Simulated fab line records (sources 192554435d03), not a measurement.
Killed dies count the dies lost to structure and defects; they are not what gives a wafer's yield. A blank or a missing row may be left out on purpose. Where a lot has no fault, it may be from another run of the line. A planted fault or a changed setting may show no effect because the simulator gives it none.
Chamber matching + flow n5_finfet + N5_BEOL_M7_VIA_ETCH_34 on rie_diel-02: 4 sister chambers
The step etches SiCOH lowk in C4F6/O2, target depth 125.5 nm, time 50.5 s. 18 wafers are shown with their chamber, then 9 later ones without.

WAFERS, EACH WITH ITS CHAMBER
| wafer  | chamber | rf_vpp_V (V) | drypump_motor_current_A (A) | showerhead_plenum_p_Torr (Torr) |
|--------|---------|--------------|-----------------------------|---------------------------------|
| L076.2 | 1       | 687          | 5.1                         | 2.89                            |
| L076.3 | 2       | 635          | 6.4                         | 2.73                            |
| L076.4 | 0       | 661          | 6.4                         | 2.89                            |
| L078.1 | 3       | 645          | 6.4                         | 2.84                            |
| L078.2 | 0       | 662          | 6.4                         | 2.88                            |
| L078.4 | 1       | 689          | 5.1                         | 2.88                            |
| L079.1 | 1       | 689          | 5.1                         | 2.88                            |
| L079.3 | 0       | 663          | 6.4                         | 2.88                            |
| L079.4 | 3       | 647          | 6.5                         | 2.84                            |
| L083.3 | 3       | 646          | 6.4                         | 2.83                            |
| L083.5 | 0       | 662          | 6.4                         | 2.88                            |
| L083.6 | 1       | 689          | 5.1                         | 2.88                            |
| L088.1 | 2       | 635          | 6.3                         | 2.71                            |
| L088.2 | 3       | 644          | 6.5                         | 2.83                            |
| L088.5 | 0       | 662          | 6.4                         | 2.87                            |
| L091.2 | 2       | 635          | 6.3                         | 2.71                            |
| L091.3 | 0       | 662          | 6.4                         | 2.87                            |
| L091.5 | 1       | 684          | 5.0                         | 2.88                            |

SIGNATURES (means of the wafers above)
| reading                  | chamber 0 | chamber 1 | chamber 2 | chamber 3 | scatter within a chamber |
|--------------------------|-----------|-----------|-----------|-----------|--------------------------|
| rf_vpp_V                 | 662.00    | 687.60    | 635.00    | 645.50    | 1.37                     |
| drypump_motor_current_A  | 6.400     | 5.080     | 6.333     | 6.450     | 0.042                    |
| showerhead_plenum_p_Torr | 2.8783    | 2.8820    | 2.7167    | 2.8350    | 0.00722                  |
Rule: a wafer's distance from a chamber is the root of the sum, over the readings, of the square of ((its reading less the chamber's mean) divided by the reading's scatter). If the next closest chamber is less than 2 further off than the closest, the wafer can't be placed; otherwise it belongs to the closest. The scatter: take each reading less its chamber's mean, square it, sum over the shown wafers, divide by the number of wafers less the number of chambers, and take the root.

WAFERS WITHOUT THEIR CHAMBER
| wafer  | rf_vpp_V (V) | drypump_motor_current_A (A) | showerhead_plenum_p_Torr (Torr) |
|--------|--------------|-----------------------------|---------------------------------|
| L092.1 | 662          | 6.4                         | 2.87                            |
| L092.4 | 646          | 6.5                         | 2.82                            |
| L092.6 | 661          | 6.4                         | 2.87                            |
| L095.1 | 644          | 6.5                         | 2.82                            |
| L095.5 | 683          | 5.1                         | 2.87                            |
| L095.6 | 636          | 6.3                         | 2.71                            |
| L097.3 | 636          | 6.4                         | 2.71                            |
| L097.4 | 647          | 6.5                         | 2.82                            |
| L097.6 | 662          | 6.5                         | 2.87                            |

WHICH CHAMBER EACH WENT THROUGH
| wafer  | from the rows above | in truth |
|--------|---------------------|----------|
| L092.1 | 0                   | 0        |
| L092.4 | 3                   | 3        |
| L092.6 | 0                   | 0        |
| L095.1 | 3                   | 3        |
| L095.5 | 1                   | 1        |
| L095.6 | 2                   | 2        |
| L097.3 | 2                   | 2        |
| L097.4 | 3                   | 3        |
| L097.6 | 0                   | 0        |
Correct placement for 9 of the 9. Number that these rows cannot place: 0. Wrongly placed: 0.
